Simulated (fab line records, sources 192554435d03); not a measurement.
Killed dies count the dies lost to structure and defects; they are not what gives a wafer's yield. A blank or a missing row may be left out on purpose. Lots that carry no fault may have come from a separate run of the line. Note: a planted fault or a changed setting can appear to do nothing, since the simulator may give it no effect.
fab line records | flow n5-finfet
record: lots: 3 wafers: 8 last-day: 17
route steps=1938 shown BEOL_M1@758 BEOL_M4@1111 PASSIVATION@1936
lots that met no fault: from a run of the same line without faults
start-h: start of the lot's first displayed wafer, in hours after the record's first day | wait-h: hours elapsed since this lot's preceding step | " same as the row above | L1.1+2: one row covering several wafers at once | - either no value or no given start | * or withheld: withheld | < > ~ a bound
route shown NAME@n: names a module that has steps shown in the file, with the first one's number in the route | usual: mean and standard deviation over wafers with no fault | same: alike in all rows | chamber/n: place in a boat | sites: the reading at each site | _std_site: standard deviation of those values | _edge_site: the outer-site mean with the inner-site mean subtracted | radius-mm: for every site, how far away it sits from the centre of the wafer | mask NAME#n: copy n | behind: the tool/chamber that last shaped the wafer | hold: why the lot went on hold/how many hours it stayed there/how the hold came to an end | device: which transistor (n, p or np) failed to switch | end of line: the route-end tests of the same wafers | step lacking rows: just its recipe | killed: at the first sort, the dies lost to defects and structure; wafer yield is something else | map: shows each die of a wafer: x if killed, . if not, _ if none is there
set.NAME: the run value of the setting; set.NAME@STEP: its run value at that earlier step | model.NAME: the simulator's own value behind a step, which no gauge read
lots at some steps of the route; a table a step, a row a wafer
services: when a tool's chamber went out of use (start-h, in hours from the record's first day, below 0 if earlier), for how many hours, and the reason
== steps ==
step: N5_BEOL_M1_COAT_05
recipe: resist: CAR-EUV spin-rpm: 1500 resist-thk-nm: 30
step: N5_BEOL_M1_EBR_07
recipe: solvent: PGMEA ebr-width-mm: 1.5
step: N5_BEOL_M1_SOFTBAKE_06
recipe: temp-c: 110 time-s: 60 resist: CAR-EUV
step: N5_BEOL_M1_EXPOSE_08
recipe: mask-id: M1 na: 0.33 source-shape: dipole sigma-inner: 0.369 sigma-outer: 0.767 polarization: unpolarized dose-mj: 33
step: N5_BEOL_M1_PEB_09
recipe: peb-temp-c: 100 peb-time-s: 60 resist: CAR-EUV
step: N5_BEOL_M1_DEVELOP_10
recipe: develop-time-s: 30 developer: TMAH resist: CAR-EUV rinse-liquid: surfactant-rinse dry: air-spin dev-temp-c: 23
step: N5_BEOL_M1_DESCUM_16
recipe: chemistry: O2 time-s: 7 source-power-w: 50 bias-power-w: 20 pressure-mtorr: 20 rf-frequency-hz: 2.712e+07 temp-c: 40 resist: CAR-EUV o2-flow-sccm: 225
step: N5_BEOL_M1_ETCH_74
recipe: chemistry: N2/H2 target: underlayer target-depth-a: 65 mask-material: CAR-EUV time-s: 5.2 ion-energy-ev: 200 pressure-mtorr: 30 source-w: 840 bias-w: 150 n2-flow-sccm: 200 h2-flow-sccm: 200 ends: cleared
step: N5_BEOL_M1_ETCH_63
recipe: chemistry: CF4 target: SiARC target-depth-a: 156 mask-material: CAR-EUV time-s: 26 ion-energy-ev: 80 pressure-mtorr: 40 source-w: 545 bias-w: 36 Ar_flow_sccm: 100 cf4-flow-sccm: 100 ends: cleared
step: N5_BEOL_M1_ETCH_64
recipe: chemistry: N2/H2 target: SOC target-depth-a: 750 overetch-a: 150 mask-material: SiARC temp-c: 40 time-s: 112.5 ion-energy-ev: 200 pressure-mtorr: 30 source-w: 840 bias-w: 150 n2-flow-sccm: 200 h2-flow-sccm: 200
usual: drypump-motor-current-A: 5.6/0.37 oes-product-au: 0.63/0.068 rf-vpp-V: 523.7/2.7 showerhead-plenum-p-Torr: 2.54/0.1 throttle-valve-pct: 17.8/0.34
columns lot.wafer tool chamber start-h wait-h drypump-motor-current-A oes-product-au rf-hours-counter-h rf-vpp-V showerhead-plenum-p-Torr throttle-valve-pct model.SiARC_of_BEOL_M1_COAT_62.thk-nm model.BEOL_M1.cd-offset-nm
L705.1 rie-diel-06 0 135.02 0.0 5.2 0.61 153 525.0 2.55 17.8 6.6 0.2
L705.3 " 2 " " 6.1 0.60 167 521.1 2.44 18.3 6.4 0
L705.5 " 3 " " 6.4 0.60 - 520.4 2.41 17.3 6.6 0
L715.3 rie-diel-06 3 192.95 0.0 6.4 0.59 190 519.1 2.40 17.4 6.6 -0.2
L715.5 " 0 " " 5.2 0.60 - 524.7 2.54 17.8 4.2 1.4
L718.2 rie-diel-05 0 210.16 0.0 5.4 0.73 26 528.8 2.71 17.6 6.2 0
L718.3 " 3 " " 5.0 0.58 193 520.7 2.43 18.5 7.2 0
L718.5 " 1 " " 5.7 0.59 - 523.7 2.52 17.7 7 -0.2
step: N5_BEOL_M1_STRIP_65
recipe: chemistry: N2/H2 temp-c: 40 n2-flow-sccm: 200 h2-flow-sccm: 200 rf-frequency-hz: 6e+07
step: N5_BEOL_M1_STRIP_75
recipe: chemistry: N2/H2 temp-c: 40 n2-flow-sccm: 200 h2-flow-sccm: 200 rf-frequency-hz: 6e+07
step: N5_BEOL_M1_STRIP_66
recipe: chemistry: CF4 resist: SiARC power-w: 300 bias-power-w: 75 pressure-mtorr: 50 cf4-flow-sccm: 150 rf-frequency-hz: 6e+07
step: N5_BEOL_M1_HM_OPEN_17
recipe: chemistry: Cl2/BCl3 target-depth-a: 200 overetch-a: 60 target: TiN mask-material: SOC ion-energy-ev: 150 pressure-mtorr: 10 icp-w: 1000 bias-w: 126 Cl2_flow_sccm: 53.25 bcl3-flow-sccm: 21.75 Ar_flow_sccm: 25
usual: drypump-motor-current-A: 5.7/0.52 oes-product-au: 0.65/0.11 throttle-valve-pct: 22.16/0.2
columns lot.wafer tool chamber start-h wait-h drypump-motor-current-A oes-product-au rf-hours-counter-h throttle-valve-pct model.BEOL_M1.cd-offset-nm
L705.1 rie-metal-03 1 135.18 0.0 5.2 0.54 123 22.06 0.4
L705.3 " 1 " " 5.3 0.53 - 22.07 0
L705.5 " 1 " " 5.3 0.53 - 22.08 0.2
L715.3 rie-metal-01 1 193.18 0.1 5.5 0.62 - 22.19 0
L715.5 " 1 " " 5.6 0.60 - 22.19 1.4
L718.2 rie-metal-02 1 210.32 0.0 6.7 0.67 41 22.36 -0.2
L718.3 " 0 " " 6.4 0.60 - 22.38 0
L718.5 " 0 " " 6.4 0.60 - 22.38 -0.4
step: N5_BEOL_M1_STRIP_19
recipe: chemistry: O2 power-w: 400 temp-c: 40 pressure-mtorr: 30 rf-frequency-hz: 6e+07 bias-power-w: 0 overash-fraction: 0.2 o2-flow-sccm: 225
step: N5_BEOL_M1_CD_MEAS_18
recipe: pitch-nm: 36 target-cd-nm: 18
usual: cd-nm: 18.1/0.38
columns lot.wafer tool chamber start-h wait-h cd-nm
L705.1 cd-sem-03 - 135.45 0.0 18.1
L705.3 " - " " 17.5
L705.5 " - " " 18.1
L715.3 cd-sem-03 - 193.45 0.1 17.8
L715.5 " - " " 19.4
L718.2 cd-sem-01 - 210.63 0.1 18.0
L718.3 " - " " 17.7
L718.5 " - " " 17.7
step: N5_BEOL_M1_COAT_67
recipe: resist: SOC temp-c: 250 time-s: 60 spin-rpm: 1500 resist-thk-nm: 60
step: N5_BEOL_M1_COAT_68
recipe: resist: SiARC temp-c: 220 time-s: 60 spin-rpm: 1500 resist-thk-nm: 12
step: N5_BEOL_M1_COAT_76
recipe: resist: underlayer temp-c: 205 time-s: 60 spin-rpm: 1500 resist-thk-nm: 5
step: N5_BEOL_M1_COAT_22
recipe: resist: CAR-EUV spin-rpm: 1500 resist-thk-nm: 30
step: N5_BEOL_M1_EBR_24
recipe: solvent: PGMEA ebr-width-mm: 1.5
step: N5_BEOL_M1_SOFTBAKE_23
recipe: temp-c: 110 time-s: 60 resist: CAR-EUV
step: N5_BEOL_M1_EXPOSE_25
recipe: mask-id: V0 na: 0.33 source-shape: quasar sigma-inner: 0.2 sigma-outer: 0.8 polarization: unpolarized defocus-nm: 5 target-cd-nm: 24 dose-mj: 63
step: N5_BEOL_M1_PEB_26
recipe: peb-temp-c: 100 peb-time-s: 60 resist: CAR-EUV
step: N5_BEOL_M1_DEVELOP_27
recipe: develop-time-s: 30 developer: TMAH resist: CAR-EUV rinse-liquid: surfactant-rinse dry: air-spin dev-temp-c: 23
step: N5_BEOL_M1_DESCUM_33
recipe: chemistry: O2 time-s: 7 source-power-w: 50 bias-power-w: 20 pressure-mtorr: 20 rf-frequency-hz: 2.712e+07 temp-c: 40 resist: CAR-EUV o2-flow-sccm: 225
step: N5_BEOL_M1_ETCH_77
recipe: chemistry: N2/H2 target: underlayer target-depth-a: 65 mask-material: CAR-EUV time-s: 5.2 ion-energy-ev: 200 pressure-mtorr: 30 source-w: 840 bias-w: 150 n2-flow-sccm: 200 h2-flow-sccm: 200 ends: cleared
step: N5_BEOL_M1_ETCH_69
recipe: chemistry: CF4 target: SiARC target-depth-a: 156 mask-material: CAR-EUV time-s: 26 ion-energy-ev: 80 pressure-mtorr: 40 source-w: 545 bias-w: 36 Ar_flow_sccm: 100 cf4-flow-sccm: 100 ends: cleared
step: N5_BEOL_M1_ALD_98
recipe: material: SiO2 target-thk-a: 25 temp-c: 100 ald-precursor-family: BDEAS ald-co-reactant: O2-plasma pulse-time-s: 1 co-reactant-pulse-time-s: 1 purge-time-s: 2 co-reactant-purge-time-s: 2 ald-cycles: 17 pressure-torr: 2
step: N5_BEOL_M1_ETCHBACK_99
recipe: chemistry: CHF3 target: SiO2 target-depth-a: 50 time-s: 10.4 source-w: 215 bias-w: 47 Ar_flow_sccm: 200 CHF3_flow_sccm: 12 ion-energy-ev: 100 pressure-mtorr: 30
step: N5_BEOL_M1_ETCH_70
recipe: chemistry: N2/H2 target: SOC target-depth-a: 800 overetch-a: 160 mask-material: SiARC temp-c: 40 time-s: 120 ion-energy-ev: 200 pressure-mtorr: 30 source-w: 840 bias-w: 150 n2-flow-sccm: 200 h2-flow-sccm: 200
step: N5_BEOL_M1_STRIP_71
recipe: chemistry: N2/H2 temp-c: 40 n2-flow-sccm: 200 h2-flow-sccm: 200 rf-frequency-hz: 6e+07
step: N5_BEOL_M1_STRIP_78
recipe: chemistry: N2/H2 temp-c: 40 n2-flow-sccm: 200 h2-flow-sccm: 200 rf-frequency-hz: 6e+07
step: N5_BEOL_M1_VIA_ETCH_34
recipe: chemistry: C4F6/O2 target-depth-a: 678 mask-material: SOC pressure-mtorr: 15 ion-energy-ev: 250 taper-deg: 4 time-s: 64.4 source-w: 350 bias-w: 170 Ar_flow_sccm: 300 C4F6_flow_sccm: 10 O2_flow_sccm: 10
step: N5_BEOL_M1_STRIP_83
recipe: chemistry: C4F6/O2 resist: SiARC rf-frequency-hz: 6e+07
step: N5_BEOL_M1_STRIP_36
recipe: chemistry: N2/H2 power-w: 450 temp-c: 40 pressure-mtorr: 20 rf-frequency-hz: 6e+07 overash-fraction: 0.3 bias-power-w: 7 h2-frac: 0.5 n2-flow-sccm: 200 h2-flow-sccm: 200
step: N5_BEOL_M1_CD_MEAS_35
recipe: target-cd-nm: 18 target-cd-y-nm: 21 polarity: opening
usual: cd-nm: 18.0/0.39
columns lot.wafer tool chamber start-h wait-h cd-nm
L705.1 cd-sem-01 - 147.60 0.0 17.8
L705.3 " - " " 18.1
L705.5 " - " " 18.1
L715.3 cd-sem-02 - 195.51 0.0 18.2
L715.5 " - " " 19.6
L718.2 cd-sem-01 - 218.36 0.0 17.9
L718.3 " - " " 18.0
L718.5 " - " " 17.5
step: N5_BEOL_M4_RC_MEAS_101
usual: DIBL_N: 36.3/1.9 DIBL_P: 36.6/2.4 IOFF_N: 0.17/0.037 IOFF_P: 0.23/0.04 ION_N: 682/14 ION_P: 468/8.6 SS_N: 71.6/0.67 SS_P: 73.4/0.71 VT_N: 248/3.3 VT_P: -248.9/2.9
columns lot.wafer tool chamber start-h wait-h DIBL_N[mV/V] DIBL_P[mV/V] IOFF_N[nA/um] IOFF_P[nA/um] ION_N[uA/um] ION_P[uA/um] SS_N[mV/dec] SS_P[mV/dec] VT_N[mV] VT_P[mV]
L705.1 prober-02 0 193.59 0.0 35.8 38.0 0.18 0.26 704 485 71.6 72.8 248 -246.5
L705.3 " 0 " " 38.1 39.2 0.20 0.28 679 465 72.0 73.8 248 -244.1
L705.5 " 0 " " 37.5 39.6 0.21 0.30 688 477 71.9 73.2 243 -244.3
L715.3 prober-02 0 278.29 0.3 37.8 37.3 0.18 0.22 675 461 71.8 73.7 247 -251.1
L715.5 " 0 " " 34.1 33.5 0.12 0.17 673 463 70.6 72.4 251 -252.5
L718.2 prober-01 0 310.81 0.2 37.1 38.7 0.18 0.24 674 470 72.1 73.0 249 -248.1
L718.3 " 0 " " 38.8 39.6 0.21 0.25 682 461 72.6 74.0 245 -247.9
L718.5 " 0 " " 37.3 38.3 0.20 0.24 694 467 70.7 73.8 248 -248.0
step: N5_PASSIVATION_PROBE_49
usual: defect-limited-yield: 91.2/1.5 killed_at_M0_to_M3: 35/12 killed_at_M4_up: 14/5.1 killed-at-contacts: 13/6 killed-at-front-end: 38/12 killed-at-other: 4/3.5 killed-dies: 104/18 killed-open: 68/13 killed-short: 33/8.1 sort_bin_5_function: 5.2/1 sort_bin_6_memory: 3.2/0.69 sort-n-pass: 1076/18 sort-yield-pct: 91.2/1.5
same: gross-dies: 1180 killed-at-back-side: 0 sort_bin_4_leakage[%]: 0 sort_bin_8_speed[%]: 0
columns lot.wafer tool chamber start-h wait-h defect-limited-yield[%] killed_at_M0_to_M3 killed_at_M4_up killed-at-contacts killed-at-front-end killed-at-other killed-dies killed-open killed-short sort_bin_5_function[%] sort_bin_6_memory[%] sort-n-pass sort-yield-pct[%]
L705.1 prober-02 - 317.58 0.0 92.4 37 11 6 32 4 90 56 31 4.3 3.1 1090 92.4
L705.3 prober-02 - 317.68 0.1 91.9 43 12 16 23 1 95 55 36 4.2 3.5 1085 91.9
L705.5 prober-02 - 317.78 0.2 94.2 26 15 6 20 1 68 47 19 3.0 2.5 1112 94.2
L715.3 prober-02 - 386.81 0.1 89.7 59 15 15 29 4 122 73 49 6.7 2.9 1058 89.7
L715.5 prober-02 - 386.91 0.2 89.4 59 14 10 31 11 125 88 37 6.4 4.2 1055 89.4
L718.2 prober-02 - 409.63 0.1 91.4 33 5 9 53 2 102 72 27 5.3 3.1 1078 91.4
L718.3 prober-02 - 409.68 0.1 92.8 26 19 9 31 0 85 59 25 3.8 3.2 1095 92.8
L718.5 prober-02 - 409.78 0.2 92.3 17 19 15 40 0 91 58 24 4.7 2.3 1089 92.3
killed by level:class
L705.1 BEOL_M0_SAQP:geometric-particle:open=12 STI_FIN_REVEAL:geometric-particle:open=11 BEOL_M0_SAQP:geometric-particle:short=10 BEOL_M4:geometric-particle:open=6 FIN_SAQP:geometric-particle:short=5 DUMMY_GATE:geometric-particle:open=5 MOL_CONTACT_COAG:geometric-particle:short=4 BEOL_M1:geometric-particle:open=4
L705.3 BEOL_M0_SAQP:geometric-particle:short=17 MOL_CONTACT_COAG:geometric-particle:open=13 BEOL_M0_SAQP:geometric-particle:open=10 FIN_SAQP:geometric-particle:short=8 BEOL_M0:geometric-particle:open=8 BEOL_M3:geometric-particle:open=5 BEOL_M4:geometric-particle:open=4 STARTING-WAFER:geometric-particle:short=4
L705.5 BEOL_M0_SAQP:geometric-particle:open=10 BEOL_M1:geometric-particle:open=6 BEOL_M4:geometric-particle:open=6 MOL_CONTACT_COAG:geometric-particle:open=5 STARTING-WAFER:geometric-particle:short=5 FIN_SAQP:geometric-particle:open=4 BEOL_M0_SAQP:geometric-particle:short=3 BEOL_M0:geometric-particle:open=3
L715.3 BEOL_M0_SAQP:geometric-particle:short=15 MOL_CONTACT_COAG:geometric-particle:open=14 FIN_SAQP:geometric-particle:short=10 BEOL_M0_SAQP:geometric-particle:open=10 BEOL_M3:geometric-particle:open=10 BEOL_M0:geometric-particle:open=6 FIN_SAQP:geometric-particle:open=5 BEOL_M2:geometric-particle:short=5
L715.5 BEOL_M1:geometric-particle:open=14 BEOL_M3:geometric-particle:open=13 FIN_SAQP:geometric-particle:open=11 BEOL_M0_SAQP:geometric-particle:open=11 MOL_CONTACT_COAG:geometric-particle:open=10 BEOL_M2:geometric-particle:open=8 BEOL_M0_SAQP:geometric-particle:short=6 BEOL_M4:geometric-particle:open=6
L718.2 STI_FIN_REVEAL:geometric-particle:open=16 BEOL_M1:geometric-particle:open=10 MOL_CONTACT_COAG:geometric-particle:open=9 BEOL_M2:geometric-particle:open=7 STI_FIN_REVEAL:geometric-particle:short=6 GATE_CUT:geometric-particle:short=6 BEOL_M1:geometric-particle:short=5 BEOL_M3:geometric-particle:open=5
L718.3 STI_FIN_REVEAL:geometric-particle:open=12 BEOL_M4:geometric-particle:open=9 BEOL_M3:geometric-particle:open=8 BEOL_M1:geometric-particle:open=6 DUMMY_GATE:geometric-particle:open=5 MOL_CONTACT_COAG:geometric-particle:open=5 MOL_CONTACT_COAG:geometric-particle:short=4 BEOL_M4:geometric-particle:short=4
L718.5 MOL_CONTACT_COAG:geometric-particle:open=13 BEOL_M4:geometric-particle:open=6 STI_FIN_REVEAL:geometric-particle:open=5 DUMMY_GATE:geometric-particle:open=5 GATE_CUT:geometric-particle:open=5 HKMG_FIN:area-etch=5 FIN_SAQP:geometric-particle:short=4 BEOL_M1:geometric-particle:short=4
== services ==
columns tool chamber start-h hours kind
rie-metal-03 0 133.27 - clean
rie-metal-03 0 133.27 16.8 scheduled-down
rie-metal-03 0 133.27 16.8 vent-cycle
rie-metal-02 - 149.56 0.3 repair
rie-metal-01 0 176.10 - clean
rie-metal-01 0 176.10 23.4 scheduled-down
rie-metal-01 0 176.10 23.4 vent-cycle
rie-metal-03 1 194.15 1.2 repair
rie-metal-03 1 203.54 - clean
rie-metal-03 1 203.54 26.6 scheduled-down
rie-metal-03 1 203.54 26.6 vent-cycle
rie-metal-01 0 208.45 22.1 repair
== key ==
first-sign: step: N5_BEOL_M1_CD_MEAS_18 reading: cd-nm direction: up sigmas: 3.5 usual: 18.1 struck: 19.4
effect: step: N5_BEOL_M1_CD_MEAS_35 reading: cd-nm direction: up sigmas: 4.2 usual: 18.0 struck: 19.6
model-effect: step: N5_BEOL_M1_ETCH_64 value: SiARC_of_BEOL_M1_COAT_62.thk-nm without: 6.6 struck: 4.2
model-effect: step: N5_BEOL_M1_HM_OPEN_17 value: BEOL_M1.cd-offset-nm without: 0.4 struck: 1.4
met-at N5_BEOL_M1_ETCH_64
struck-wafers L715.5
onset-between 135.02 192.95
fault: kind: process-parameter-drift tool: rie-diel-06 chamber: - onset-h: 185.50 steps: N5_BEOL_M1_ETCH_64 channel: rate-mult offset: 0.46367 shape: step end-h: 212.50 scope: struck-wafers-only
